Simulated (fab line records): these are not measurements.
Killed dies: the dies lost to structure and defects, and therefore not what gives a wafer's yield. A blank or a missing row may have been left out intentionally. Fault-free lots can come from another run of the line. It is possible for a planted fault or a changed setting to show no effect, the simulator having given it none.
fab line records -- flow n5Finfet
record: lots: 7, wafers: 39
route steps=1938 shown WELL_APT@33 STI_FIN_REVEAL@184 SD_EPI_P@308 HKMG_FIN@386 GATE_CUT@493 MOL_CONTACT_COAG@588 PASSIVATION@1936
startH: hours from the record's opening day to when the first of the lot's shown wafers began -- waitH: time in hours since the lot's previous step -- " the same as in the row above -- L1.1+2: one row covering several wafers at once -- - no value, or no start was given -- * or withheld: withheld -- < > ~ a bound
route shown NAME@n: NAME is a module with steps in the file, n the number in the route of the first one -- usual: mean and standard deviation over wafers with no fault -- same: alike in all rows -- chamber/n: place in a boat -- sites: each site's reading -- _std_site: the standard deviation of these -- _edge_site: inner sites' mean taken away from outer sites' mean -- radiusMm: how far each site lies from the wafer's centre -- mask NAME#n: copy n -- behind: tool/chamber where the wafer was last shaped -- hold: the reason the lot was held/the length of the hold in hours/how it ended -- device: transistor that didn't switch, given as n, p or np -- end of line: the same wafers' tests at the end of the route -- a step with no rows: only its recipe -- killed: dies that structure and defects cost at the first sort, which is not the same as the wafer's yield -- map: dies across one wafer; x = killed, . = not, _ = none there
set.NAME: setting as actually run; set.NAME@STEP: the setting as run at that earlier step -- model.NAME: the simulator's own value behind a step, which no gauge read
lots with deliberately changed settings; one table per step, one row per wafer
== steps ==
step: N5_WELL_APT_IMPLANT_15
recipe: species: As, energyKev: 25, doseCm2: 1.5e+13, tiltDeg: 0, rotationDeg: 0
step: N5_STI_FIN_REVEAL_ALD_14
recipe: material: Si3N4, targetThkA: 30, tempC: 400, aldPrecursorFamily: SiH2I2, aldCoReactant: N2/H2-plasma, pressureTorr: 2
step: N5_SD_EPI_P_ETCH_37
recipe: chemistry: N2/H2, target: SOC, overetchA: 1080, maskMaterial: SiARC, tempC: 40, ionEnergyEv: 100, sourceW: 3000, biasW: 133, pressureMtorr: 20, timeS: 486, n2FlowSccm: 200, h2FlowSccm: 200, ends: endPoint
step: N5_HKMG_FIN_HK_ALD_01
recipe: material: HfO2, targetThkA: 16, tempC: withheld, aldPrecursorFamily: HfCl4, aldCoReactant: H2O, pulseTimeS: 3, purgeTimeS: 3, coReactantPurgeTimeS: 2.5, coReactantPulseTimeS: 0.3, aldCycles: 30
step: N5_HKMG_FIN_ETCH_54
recipe: chemistry: CF4, target: SiARC, targetDepthA: 455, maskMaterial: CAR-ArF, timeS: 75.8, ionEnergyEv: 80, pressureMtorr: 40, sourceW: 545, biasW: 36, Ar_flow_sccm: 100, cf4FlowSccm: 100, ends: cleared
step: N5_HKMG_FIN_ETCH_35
recipe: chemistry: N2/H2, target: SOC, targetDepthA: 2158, ionEnergyEv: 65, biasW: 5, sourceW: 3000, timeS: 243.4, pressureMtorr: 30, n2FlowSccm: 200, h2FlowSccm: 200
step: N5_GATE_CUT_ETCH_37
recipe: chemistry: N2/H2, target: SOC, targetDepthA: 600, overetchA: 120, maskMaterial: SiARC, tempC: 40, timeS: 90, ionEnergyEv: 200, pressureMtorr: 30, sourceW: 840, biasW: 150, n2FlowSccm: 200, h2FlowSccm: 200
step: N5_MOL_CONTACT_COAG_ETCH_47
recipe: chemistry: CH3F/O2, target: SiNx, targetDepthA: 270, maskMaterial: SiO2, stopOn: W, overEtchFrac: 0.2, ionEnergyEv: 120, endpoint: OES-CN, pressureMtorr: 30, sourceW: 395, biasW: 73, Ar_flow_sccm: 150, CH3F_flow_sccm: 30, O2_flow_sccm: 20, ends: endPoint
step: N5_MOL_CONTACT_COAG_CVD_140
recipe: material: W, targetThkA: 665, mode: selectiveFill, tempC: 300, timeS: 215
step: N5_PASSIVATION_PROBE_49
usual: sort_bin_4_leakage: 0/0, sortNPass: 1075/19, sortYieldPct: 91.1/1.6
lot.wafer,tool,chamber,startH,waitH,set.energyKev@WELL_APT_IMPLANT_15,set.targetThkA@STI_FIN_REVEAL_ALD_14,set.sourceW@SD_EPI_P_ETCH_37,set.aldCycles@HKMG_FIN_HK_ALD_01,set.cf4FlowSccm@HKMG_FIN_ETCH_54,set.biasW@HKMG_FIN_ETCH_35,set.biasW@GATE_CUT_ETCH_37,set.sourceW@MOL_CONTACT_COAG_ETCH_47,set.targetThkA@MOL_CONTACT_COAG_CVD_140,sort_bin_4_leakage[%],sortNPass,sortYieldPct[%]
L077.2,prober-02,-,290.47,0.1,25,30,3000,30,100,5,150,395,665,0,1069,90.6
L077.5,prober-02,-,290.62,0.2,25,30,3000,30,100,5,150,395,665,0,1076,91.2
L077.6,prober-02,-,290.67,0.3,25,30,3000,30,100,5,150,395,665,0,1071,90.8
L079.1,prober-02,-,308.45,0.0,23.13,33.32,3482,30,100,4.547,150,395,728.2,0,1092,92.5
L079.2,prober-02,-,308.50,0.1,23.13,33.32,3000,32,100,4.547,150,335.1,728.2,0,1072,90.8
L079.3,prober-02,-,308.55,0.1,25,33.32,3482,30,100,5,150,335.1,665,0,1079,91.4
L079.4,prober-02,-,308.60,0.2,25,30,3482,32,100,4.547,150,395,665,0,1100,93.2
L079.5,prober-02,-,308.65,0.2,23.13,30,3000,32,100,5,150,335.1,665,0,1102,93.4
L079.6,prober-02,-,308.70,0.3,25,30,3000,30,100,5,150,395,728.2,0,1092,92.5
L081.1,prober-02,-,317.57,0.0,25,30,3000,33,100,5,150,332,698.2,0,1087,92.1
L081.2,prober-02,-,317.62,0.1,28.97,28.6,3497,33,100,5,150,332,665,0,1067,90.4
L081.3,prober-02,-,317.67,0.1,25,30,3497,30,100,5,132,395,665,0,1072,90.8
L081.4,prober-02,-,317.72,0.2,25,28.6,3000,30,100,5,150,395,665,0,1090,92.4
L081.5,prober-02,-,317.77,0.2,28.97,30,3000,30,100,5,132,332,698.2,0,1082,91.7
L081.6,prober-02,-,317.82,0.3,28.97,28.6,3497,33,100,5,132,395,698.2,0,1093,92.6
L088.1,prober-02,-,363.98,0.0,25,30,3000,25,100,5.823,166.9,346.7,587,68.90,259,21.9
L088.2,prober-02,-,364.03,0.1,25,28.37,3000,30,120.2,5.823,150,395,587,0,1062,90.0
L088.3,prober-02,-,364.08,0.1,22.11,30,3000,30,100,5,150,346.7,665,0,1057,89.6
L088.4,prober-02,-,364.13,0.2,25,28.37,3000,30,100,5,166.9,395,665,0,1078,91.4
L088.5,prober-02,-,364.18,0.2,22.11,30,3000,25,120.2,5.823,150,395,665,75.85,180,15.3
L088.6,prober-02,-,364.23,0.3,22.11,28.37,3000,25,120.2,5,166.9,346.7,587,90.25,4,0.3
L090.1,prober-01,-,374.06,0.0,27.14,30,3531,26,115.4,5,150,453.1,665,4.32,1042,88.3
L090.2,prober-01,-,374.11,0.1,27.14,30,3000,26,100,5.535,150,395,739.3,60.68,364,30.8
L090.3,prober-01,-,374.16,0.1,25,31.43,3000,30,100,5,150,395,665,0,1095,92.8
L090.4,prober-01,-,374.21,0.2,27.14,31.43,3531,30,100,5.535,150,453.1,665,0,1078,91.4
L090.5,prober-01,-,374.26,0.2,25,31.43,3000,26,115.4,5.535,150,453.1,739.3,27.46,763,64.7
L090.6,prober-01,-,374.31,0.3,25,30,3531,30,115.4,5,150,395,739.3,0,1098,93.1
L092.1,prober-02,-,387.41,0.0,23.4,30,2796,30,100,5,150,456.2,600.6,0,1079,91.4
L092.2,prober-02,-,387.46,0.1,23.4,30,3000,31,100,5.42,150,456.2,665,0,1016,86.1
L092.3,prober-02,-,387.51,0.1,23.4,30,2796,31,100,5.42,150,395,600.6,0,1068,90.5
L092.4,prober-02,-,387.56,0.2,25,30,3000,30,100,5.42,150,456.2,665,0,1053,89.2
L092.5,prober-02,-,387.61,0.2,25,30,3000,31,100,5,150,395,600.6,0,1065,90.3
L092.6,prober-02,-,387.66,0.3,25,30,2796,30,100,5,150,395,665,0,1032,87.5
L095.1,prober-01,-,415.66,0.0,25,32.7,3212,26,100,5,176.1,395,665,35.00,662,56.1
L095.2,prober-01,-,415.71,0.1,25,30,3212,26,100,5,150,448.7,616.2,17.03,889,75.3
L095.3,prober-01,-,415.76,0.1,25,32.7,3212,30,115.4,5,176.1,395,665,0,1069,90.6
L095.4,prober-01,-,415.81,0.2,25,32.7,3000,30,115.4,5,150,395,616.2,0,1073,90.9
L095.5,prober-01,-,415.86,0.2,25,30,3000,30,100,5,176.1,448.7,616.2,0,1093,92.6
L095.6,prober-01,-,415.91,0.3,25,30,3000,26,115.4,5,150,448.7,665,5.76,1015,86.0
killed by level:class
L077.2 FIN_SAQP:geometricParticle:short=12 BEOL_M0_SAQP:geometricParticle:short=10 GATE_CUT:geometricParticle:short=9 DUMMY_GATE:geometricParticle:open=8 FIN_SAQP:geometricParticle:open=7 BEOL_M1:geometricParticle:open=7 BEOL_M3:geometricParticle:open=7 BEOL_M4:geometricParticle:open=6
L077.5 FIN_SAQP:geometricParticle:open=11 STI_FIN_REVEAL:geometricParticle:open=11 MOL_CONTACT_COAG:geometricParticle:open=10 BEOL_M4:geometricParticle:open=8 FIN_SAQP:geometricParticle:short=7 BEOL_M0_SAQP:geometricParticle:short=6 BEOL_M2:geometricParticle:open=6 BEOL_M0_SAQP:geometricParticle:open=5
L077.6 STI_FIN_REVEAL:geometricParticle:open=10 BEOL_M0_SAQP:geometricParticle:open=10 FIN_SAQP:geometricParticle:open=9 BEOL_M0_SAQP:geometricParticle:short=8 BEOL_M2:geometricParticle:open=7 BEOL_M4:geometricParticle:open=7 STARTING-WAFER:geometricParticle:short=7 FIN_SAQP:geometricParticle:short=6
L079.1 MOL_CONTACT_COAG:geometricParticle:open=12 BEOL_M1:geometricParticle:open=9 BEOL_M4:geometricParticle:open=8 DUMMY_GATE:geometricParticle:open=7 STI_FIN_REVEAL:geometricParticle:open=6 FIN_SAQP:geometricParticle:open=4 FIN_SAQP:geometricParticle:short=4 BEOL_M0:geometricParticle:short=4
L079.2 MOL_CONTACT_COAG:geometricParticle:open=20 FIN_SAQP:geometricParticle:open=14 FIN_SAQP:geometricParticle:short=11 BEOL_M1:geometricParticle:open=11 BEOL_M1:geometricParticle:short=7 BEOL_M4:geometricParticle:open=6 BEOL_M3:geometricParticle:open=5 MOL_CONTACT_COAG:geometricParticle:short=4
L079.3 BEOL_M1:geometricParticle:open=14 BEOL_M4:geometricParticle:open=11 MOL_CONTACT_COAG:geometricParticle:open=10 STI_FIN_REVEAL:geometricParticle:open=8 FIN_SAQP:geometricParticle:open=7 BEOL_M2:geometricParticle:open=6 BEOL_M1:geometricParticle:short=6 FIN_SAQP:geometricParticle:short=5
L079.4 MOL_CONTACT_COAG:geometricParticle:open=12 FIN_SAQP:geometricParticle:open=10 DUMMY_GATE:geometricParticle:open=8 BEOL_M1:geometricParticle:open=5 FIN_SAQP:geometricParticle:short=4 BEOL_M2:geometricParticle:open=4 BEOL_M2:geometricParticle:short=4 STARTING-WAFER:geometricParticle:open=4
L079.5 BEOL_M1:geometricParticle:open=8 DUMMY_GATE:geometricParticle:short=7 STARTING-WAFER:geometricParticle:open=7 DUMMY_GATE:geometricParticle:open=6 MOL_CONTACT_COAG:geometricParticle:open=5 BEOL_M0:geometricParticle:open=4 BEOL_M3:geometricParticle:open=4 BEOL_M0:geometricParticle:short=3
L079.6 BEOL_M1:geometricParticle:open=11 FIN_SAQP:geometricParticle:open=8 DUMMY_GATE:geometricParticle:open=6 MOL_CONTACT_COAG:geometricParticle:open=6 BEOL_M0_SAQP:geometricParticle:open=5 BEOL_M1:geometricParticle:short=5 STARTING-WAFER:geometricParticle:open=5 BEOL_M0:geometricParticle:open=4
L081.1 MOL_CONTACT_COAG:geometricParticle:open=9 BEOL_M0_SAQP:geometricParticle:open=8 BEOL_M4:geometricParticle:short=7 FIN_SAQP:geometricParticle:open=6 BEOL_M0_SAQP:geometricParticle:short=6 BEOL_M3:geometricParticle:open=5 FIN_SAQP:geometricParticle:short=3 DUMMY_GATE:geometricParticle:open=3
L081.2 MOL_CONTACT_COAG:geometricParticle:open=18 BEOL_M2:geometricParticle:open=16 DUMMY_GATE:geometricParticle:open=9 FIN_SAQP:geometricParticle:open=8 BEOL_M3:geometricParticle:open=7 FIN_SAQP:geometricParticle:short=5 MOL_CONTACT_COAG:geometricParticle:short=5 BEOL_M8:geometricParticle:open=5
L081.3 MOL_CONTACT_COAG:geometricParticle:open=14 BEOL_M3:geometricParticle:open=9 FIN_SAQP:geometricParticle:open=8 BEOL_M2:geometricParticle:open=8 FIN_SAQP:geometricParticle:short=7 MOL_CONTACT_COAG:geometricParticle:short=5 BEOL_M0_SAQP:geometricParticle:open=5 BEOL_M0_SAQP:geometricParticle:short=5
L081.4 MOL_CONTACT_COAG:geometricParticle:open=17 STI_FIN_REVEAL:geometricParticle:open=7 BEOL_M3:geometricParticle:open=7 BEOL_M1:geometricParticle:open=5 BEOL_M6:geometricParticle:open=5 DUMMY_GATE:geometricParticle:open=4 GATE_CUT:geometricParticle:short=4 BEOL_M0_SAQP:geometricParticle:short=4
L081.5 MOL_CONTACT_COAG:geometricParticle:open=18 BEOL_M3:geometricParticle:open=8 FIN_SAQP:geometricParticle:short=7 GATE_CUT:geometricParticle:open=7 FIN_SAQP:geometricParticle:open=5 DUMMY_GATE:geometricParticle:open=5 BEOL_M1:geometricParticle:open=5 GATE_CUT:geometricParticle:short=4
L081.6 MOL_CONTACT_COAG:geometricParticle:open=14 BEOL_M3:geometricParticle:open=10 DUMMY_GATE:geometricParticle:open=5 MOL_CONTACT_COAG:geometricParticle:short=5 BEOL_M4:geometricParticle:short=5 FIN_SAQP:geometricParticle:open=4 BEOL_M2:geometricParticle:short=4 BEOL_M3:geometricParticle:short=4
L088.1 MOL_CONTACT_COAG:geometricParticle:open=18 FIN_SAQP:geometricParticle:open=12 BEOL_M0_SAQP:geometricParticle:short=11 STI_FIN_REVEAL:geometricParticle:open=9 FIN_SAQP:geometricParticle:short=7 GATE_CUT:geometricParticle:short=6 BEOL_M0_SAQP:geometricParticle:open=6 BEOL_M3:geometricParticle:open=5
L088.2 FIN_SAQP:geometricParticle:open=18 MOL_CONTACT_COAG:geometricParticle:open=18 BEOL_M0_SAQP:geometricParticle:open=11 FIN_SAQP:geometricParticle:short=9 BEOL_M2:geometricParticle:open=9 MOL_CONTACT_COAG:geometricParticle:short=7 BEOL_M4:geometricParticle:open=4 STI_FIN_REVEAL:geometricParticle:open=3
L088.3 FIN_SAQP:geometricParticle:open=18 FIN_SAQP:geometricParticle:short=15 MOL_CONTACT_COAG:geometricParticle:open=13 STI_FIN_REVEAL:geometricParticle:open=11 BEOL_M0_SAQP:geometricParticle:open=11 BEOL_M4:geometricParticle:open=10 GATE_CUT:geometricParticle:short=6 BEOL_M0_SAQP:geometricParticle:short=6
L088.4 MOL_CONTACT_COAG:geometricParticle:open=14 STI_FIN_REVEAL:geometricParticle:open=10 FIN_SAQP:geometricParticle:short=7 BEOL_M0_SAQP:geometricParticle:short=7 MOL_CONTACT_COAG:geometricParticle:short=6 DUMMY_GATE:geometricParticle:open=5 BEOL_M2:geometricParticle:open=5 FIN_SAQP:geometricParticle:open=4
L088.5 MOL_CONTACT_COAG:geometricParticle:open=19 BEOL_M0_SAQP:geometricParticle:short=10 FIN_SAQP:geometricParticle:short=9 STI_FIN_REVEAL:geometricParticle:open=8 BEOL_M3:geometricParticle:open=8 BEOL_M4:geometricParticle:open=6 FIN_SAQP:geometricParticle:open=5 MOL_CONTACT_COAG:geometricParticle:short=5
L088.6 MOL_CONTACT_COAG:geometricParticle:open=30 FIN_SAQP:geometricParticle:short=9 BEOL_M0_SAQP:geometricParticle:open=7 GATE_CUT:geometricParticle:open=6 FIN_SAQP:geometricParticle:open=5 BEOL_M2:geometricParticle:open=5 STI_FIN_REVEAL:geometricParticle:open=4 BEOL_M4:geometricParticle:open=4
L090.1 BEOL_M4:geometricParticle:open=15 MOL_CONTACT_COAG:geometricParticle:open=9 BEOL_M1:geometricParticle:open=6 FIN_SAQP:geometricParticle:open=4 STI_FIN_REVEAL:geometricParticle:open=4 BEOL_M0_SAQP:geometricParticle:short=4 BEOL_M3:geometricParticle:open=4 BEOL_M2:geometricParticle:open=4
L090.2 MOL_CONTACT_COAG:geometricParticle:open=13 FIN_SAQP:geometricParticle:open=7 BEOL_M4:geometricParticle:open=7 STI_FIN_REVEAL:geometricParticle:open=6 BEOL_M3:geometricParticle:open=6 FIN_SAQP:geometricParticle:short=5 BEOL_M0_SAQP:geometricParticle:short=5 PASS1_CAP:geometricParticle:open=4
L090.3 BEOL_M4:geometricParticle:open=9 MOL_CONTACT_COAG:geometricParticle:open=7 DUMMY_GATE:geometricParticle:open=6 BEOL_M0_SAQP:geometricParticle:open=6 BEOL_M2:geometricParticle:open=6 FIN_SAQP:geometricParticle:open=5 BEOL_M1:geometricParticle:open=5 PASS1_CAP:geometricParticle:open=4
L090.4 BEOL_M0_SAQP:geometricParticle:open=15 DUMMY_GATE:geometricParticle:open=7 BEOL_M0_SAQP:geometricParticle:short=7 BEOL_M4:geometricParticle:open=6 BEOL_M1:geometricParticle:open=6 STI_FIN_REVEAL:geometricParticle:open=5 FIN_SAQP:geometricParticle:open=4 MOL_CONTACT_COAG:geometricParticle:open=4
L090.5 STI_FIN_REVEAL:geometricParticle:open=9 FIN_SAQP:geometricParticle:short=8 BEOL_M4:geometricParticle:short=7 MOL_CONTACT_COAG:geometricParticle:open=6 BEOL_M0_SAQP:geometricParticle:open=6 BEOL_M1:geometricParticle:open=6 DUMMY_GATE:geometricParticle:open=5 BEOL_M0_SAQP:geometricParticle:short=5
L090.6 FIN_SAQP:geometricParticle:open=7 MOL_CONTACT_COAG:geometricParticle:open=7 BEOL_M4:geometricParticle:open=7 STI_FIN_REVEAL:geometricParticle:open=6 BEOL_M2:geometricParticle:open=6 FIN_SAQP:geometricParticle:short=4 BEOL_M1:geometricParticle:open=4 BEOL_M0_SAQP:geometricParticle:short=4
L092.1 MOL_CONTACT_COAG:geometricParticle:open=13 FIN_SAQP:geometricParticle:open=7 BEOL_M0_SAQP:geometricParticle:short=7 STI_FIN_REVEAL:geometricParticle:open=6 BEOL_M3:geometricParticle:open=6 BEOL_M4:geometricParticle:open=6 FIN_SAQP:geometricParticle:short=5 MOL_CONTACT_COAG:geometricParticle:short=5
L092.2 FIN_SAQP:geometricParticle:open=23 STI_FIN_REVEAL:geometricParticle:open=23 BEOL_M3:geometricParticle:open=18 FIN_SAQP:geometricParticle:short=15 MOL_CONTACT_COAG:geometricParticle:open=11 BEOL_M2:geometricParticle:open=11 STI_FIN_REVEAL:geometricParticle:short=7 GATE_CUT:geometricParticle:short=6
L092.3 BEOL_M0_SAQP:geometricParticle:short=14 BEOL_M0_SAQP:geometricParticle:open=12 FIN_SAQP:geometricParticle:open=11 FIN_SAQP:geometricParticle:short=8 STI_FIN_REVEAL:geometricParticle:open=8 MOL_CONTACT_COAG:geometricParticle:open=8 BEOL_M4:geometricParticle:open=7 BEOL_M2:geometricParticle:open=5
L092.4 STI_FIN_REVEAL:geometricParticle:open=16 HKMG_FIN:areaEtch=12 BEOL_M0_SAQP:geometricParticle:open=11 BEOL_M2:geometricParticle:open=7 FIN_SAQP:geometricParticle:open=7 BEOL_M1:geometricParticle:open=7 BEOL_M3:geometricParticle:open=6 FIN_CUT:areaEtch=6
L092.5 BEOL_M3:geometricParticle:open=8 MOL_CONTACT_COAG:geometricParticle:open=8 FIN_SAQP:geometricParticle:open=7 BEOL_M2:geometricParticle:open=7 FIN_SAQP:geometricParticle:short=6 STI_FIN_REVEAL:geometricParticle:open=6 DUMMY_GATE:geometricParticle:open=6 BEOL_M0_SAQP:geometricParticle:short=5
L092.6 FIN_SAQP:geometricParticle:open=26 STI_FIN_REVEAL:geometricParticle:open=15 BEOL_M2:geometricParticle:open=14 BEOL_M4:geometricParticle:open=10 MOL_CONTACT_COAG:geometricParticle:open=9 FIN_SAQP:geometricParticle:short=8 BEOL_M1:geometricParticle:open=8 BEOL_M3:geometricParticle:open=8
L095.1 MOL_CONTACT_COAG:geometricParticle:open=16 FIN_SAQP:geometricParticle:open=8 STI_FIN_REVEAL:geometricParticle:open=8 BEOL_M0_SAQP:geometricParticle:short=8 GATE_CUT:geometricParticle:short=6 BEOL_M0_SAQP:geometricParticle:open=6 BEOL_M3:geometricParticle:open=5 BEOL_M4:geometricParticle:short=5
L095.2 BEOL_M0_SAQP:geometricParticle:open=9 BEOL_M3:geometricParticle:open=9 FIN_SAQP:geometricParticle:open=7 DUMMY_GATE:geometricParticle:open=7 BEOL_M0_SAQP:geometricParticle:short=7 BEOL_M2:geometricParticle:open=6 MOL_CONTACT_COAG:geometricParticle:open=5 DUMMY_GATE:geometricParticle:short=4
L095.3 MOL_CONTACT_COAG:geometricParticle:open=21 BEOL_M0_SAQP:geometricParticle:open=12 FIN_SAQP:geometricParticle:open=11 BEOL_M0_SAQP:geometricParticle:short=6 STI_FIN_REVEAL:geometricParticle:open=5 DUMMY_GATE:geometricParticle:open=5 BEOL_M3:geometricParticle:open=5 BEOL_M4:geometricParticle:open=5
L095.4 FIN_SAQP:geometricParticle:open=12 BEOL_M0_SAQP:geometricParticle:open=12 BEOL_M1:geometricParticle:open=7 BEOL_M0_SAQP:geometricParticle:short=7 BEOL_M2:geometricParticle:open=7 BEOL_M3:geometricParticle:open=7 DUMMY_GATE:geometricParticle:open=5 GATE_CUT:geometricParticle:open=5
L095.5 MOL_CONTACT_COAG:geometricParticle:open=10 BEOL_M0_SAQP:geometricParticle:short=7 GATE_CUT:geometricParticle:short=6 BEOL_M0_SAQP:geometricParticle:open=6 STI_FIN_REVEAL:geometricParticle:open=5 BEOL_M3:geometricParticle:open=5 BEOL_M4:geometricParticle:open=5 PAD_METAL:geometricParticle:open=5
L095.6 MOL_CONTACT_COAG:geometricParticle:open=13 BEOL_M0_SAQP:geometricParticle:open=7 BEOL_M3:geometricParticle:open=7 MOL_CONTACT_COAG:geometricParticle:short=6 GATE_CUT:geometricParticle:short=5 STARTING-WAFER:geometricParticle:open=4 BEOL_M1:geometricParticle:short=4 FIN_SAQP:geometricParticle:open=3
== key ==
split: step: N5_WELL_APT_IMPLANT_15, setting: energyKev, statedAs: 25
response none clear
split: step: N5_STI_FIN_REVEAL_ALD_14, setting: targetThkA, statedAs: 30
response none clear
split: step: N5_SD_EPI_P_ETCH_37, setting: sourceW, statedAs: 3000
response none clear
split: step: N5_HKMG_FIN_HK_ALD_01, setting: aldCycles, statedAs: 30
response: step: N5_PASSIVATION_PROBE_49, reading: sort_bin_4_leakage, slope: -2.56, per: 1%, togetherWith: all, explained: 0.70
response: step: N5_PASSIVATION_PROBE_49, reading: sortNPass, slope: +30.1, per: 1%, togetherWith: all, explained: 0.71
response: step: N5_PASSIVATION_PROBE_49, reading: sortYieldPct, slope: +2.55, per: 1%, togetherWith: all, explained: 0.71
split: step: N5_HKMG_FIN_ETCH_54, setting: cf4FlowSccm, statedAs: 100
response none clear
split: step: N5_HKMG_FIN_ETCH_35, setting: biasW, statedAs: 5
response none clear
split: step: N5_GATE_CUT_ETCH_37, setting: biasW, statedAs: 150
response none clear
split: step: N5_MOL_CONTACT_COAG_ETCH_47, setting: sourceW, statedAs: 395
response none clear
split: step: N5_MOL_CONTACT_COAG_CVD_140, setting: targetThkA, statedAs: 665
response none clear
